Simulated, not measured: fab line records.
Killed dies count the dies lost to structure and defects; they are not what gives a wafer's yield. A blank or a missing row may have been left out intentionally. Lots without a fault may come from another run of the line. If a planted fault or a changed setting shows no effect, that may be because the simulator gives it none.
Which of the tools did it?	flow nand_harc	Sampling: 12 lots, 36 wafers, 6 of 1159 route steps

## WHAT THE GAUGES READ, wafer by wafer
NHARC_A_CONTACT_CD_MEAS_15.
lot	measured	on	cd_nm (nm)
L074	day 17 06:15	cd_sem-03	90.8 90.1 90.0
L078	day 17 18:14	cd_sem-01	89.4 89.2 89.0
L077	day 17 23:38	cd_sem-02	90.6 90.1 89.6
L082	day 19 04:26	cd_sem-02	89.4 89.7 89.2
L083	day 19 13:25	cd_sem-02	89.8 89.4 89.5
L087	day 20 03:13	cd_sem-02	90.6 90.4 89.8
L086	day 20 10:39	cd_sem-02	89.2 89.7 89.4
L088	day 20 14:23	cd_sem-02	88.6 89.7 90.6
L091	day 21 13:55	cd_sem-02	90.0 89.0 88.9
L095	day 22 09:38	cd_sem-03	90.7 88.7 89.9
L093	day 22 17:24	cd_sem-01	89.8 90.2 89.5
L097	day 23 07:49	cd_sem-03	90.6 89.8 89.1

## TOOL THAT RAN EACH LOT (tool first, then ch and the chambers of the sampled wafers, then the start)
lot	NHARC_A_CONTACT_ETCH_88	NHARC_A_CONTACT_ETCH_89	NHARC_A_CONTACT_ETCH_134	NHARC_A_CONTACT_ETCH_138	NHARC_A_CONTACT_ETCH_139
L074	rie_diel-13 ch 0,1,3, day 17 03:59	rie_diel-13 ch 0,3, day 17 04:53 or earlier	har_cap_etch-01 ch 0,1, day 17 04:53	har_cap_etch-01 ch 0,1, day 17 05:27	har_cap_etch-01 ch 0,1, day 17 05:35
L078	rie_diel-13 ch 0,1, day 17 16:02	rie_diel-13 ch 0,1,2, day 17 16:58 or earlier	har_cap_etch-03 ch 0,1, day 17 16:58	har_cap_etch-03 ch 0,1, day 17 17:31	har_cap_etch-03 ch 0,1, day 17 17:40
L077	rie_diel-11 ch 1,2,3, day 17 21:14	rie_diel-11 ch 0,2,3, day 17 22:23 or earlier	har_cap_etch-01 ch 0,1, day 17 22:23	har_cap_etch-01 ch 0,1, day 17 22:55	har_cap_etch-01 ch 0,1, day 17 23:05
L082	rie_diel-13 ch 0,2,3, day 19 02:09	rie_diel-13 ch 0,3, day 19 03:13 or earlier	har_cap_etch-01 ch 0,1, day 19 03:13	har_cap_etch-01 ch 0,1, day 19 03:44	har_cap_etch-01 ch 0,1, day 19 03:55
L083	rie_diel-11 ch 0,1,2, day 19 10:55	rie_diel-11 ch 0,1,3, day 19 12:05 or earlier	har_cap_etch-01 ch 0,1, day 19 12:05	har_cap_etch-01 ch 0,1, day 19 12:38	har_cap_etch-01 ch 0,1, day 19 12:46
L087	rie_diel-11 ch 0,1, day 20 00:46	rie_diel-11 ch 0,1,2, day 20 01:55 or earlier	har_cap_etch-02 ch 0,1, day 20 01:55	har_cap_etch-02 ch 0,1, day 20 02:28	har_cap_etch-02 ch 0,1, day 20 02:36
L086	rie_diel-13 ch 1,2,3, day 20 08:22	rie_diel-13 ch 0,1,2, day 20 09:16 or earlier	har_cap_etch-03 ch 0,1, day 20 09:16	har_cap_etch-03 ch 0,1, day 20 09:50	har_cap_etch-03 ch 0,1, day 20 09:58
L088	rie_diel-13 ch 0,1, day 20 12:04	rie_diel-13 ch 0,1,2, day 20 13:05 or earlier	har_cap_etch-01 ch 0,1, day 20 13:05	har_cap_etch-01 ch 0,1, day 20 13:39	har_cap_etch-01 ch 0,1, day 20 13:46
L091	rie_diel-13 ch 0,3, day 21 11:26	rie_diel-13 ch 2,3, day 21 12:25 or earlier	har_cap_etch-03 ch 0,1, day 21 12:25	har_cap_etch-03 ch 0,1, day 21 12:57	har_cap_etch-03 ch 0,1, day 21 13:06
L095	rie_diel-11 ch 0,2,3, day 22 07:11	rie_diel-11 ch 0,1,2, day 22 08:06 or earlier	har_cap_etch-01 ch 0,1, day 22 08:06	har_cap_etch-01 ch 0,1, day 22 08:40	har_cap_etch-01 ch 0,1, day 22 08:50
L093	rie_diel-13 ch 1,2,3, day 22 15:02	rie_diel-13 ch 1,2,3, day 22 16:11 or earlier	har_cap_etch-03 ch 0,1, day 22 16:11	har_cap_etch-03 ch 0,1, day 22 16:42	har_cap_etch-03 ch 0,1, day 22 16:53
L097	rie_diel-13 ch 0,3, day 23 05:32	rie_diel-13 ch 1,3, day 23 06:30 or earlier	har_cap_etch-01 ch 0,1, day 23 06:30	har_cap_etch-01 ch 0,1, day 23 07:04	har_cap_etch-01 ch 0,1, day 23 07:12
- NHARC_A_CONTACT_ETCH_88: etches the open film in CF4, target depth 39 nm, time 65 s.
- NHARC_A_CONTACT_ETCH_89: etches the open film in N2/H2, target depth 260 nm, time 475.3 s.
- NHARC_A_CONTACT_ETCH_134: etches the open film in C4F8/O2/Ar, time 140 s, target depth 700 nm.
- NHARC_A_CONTACT_ETCH_138: etches the open film in C4F8/O2/Ar, time 132 s, target depth 1289 nm.
- NHARC_A_CONTACT_ETCH_139: etches the open film in C4F8/O2/Ar, time 137 s, target depth 590 nm.

## THE ANSWER, worked out from the rows above alone
Rule: what is usual is taken from the lots themselves. Put in order of their means at a reading, lots are off if they are a third of the lots or fewer, leave a main group of 4 or more, and stand apart from it by a gap of 3 or more times the standard deviation of the main group's means; of several such gaps the widest counts. The tables above print the reading to a certain number of digits; a main group whose means all agree to those digits is not used. Also off: a lot with no number at a reading for which 4 or more lots have one. The other lots that the step has rows for count as sound.
No lot is off on any of the readings shown, so nothing can be concluded from this.

## WHAT THE SIMULATOR HAD PUT IN
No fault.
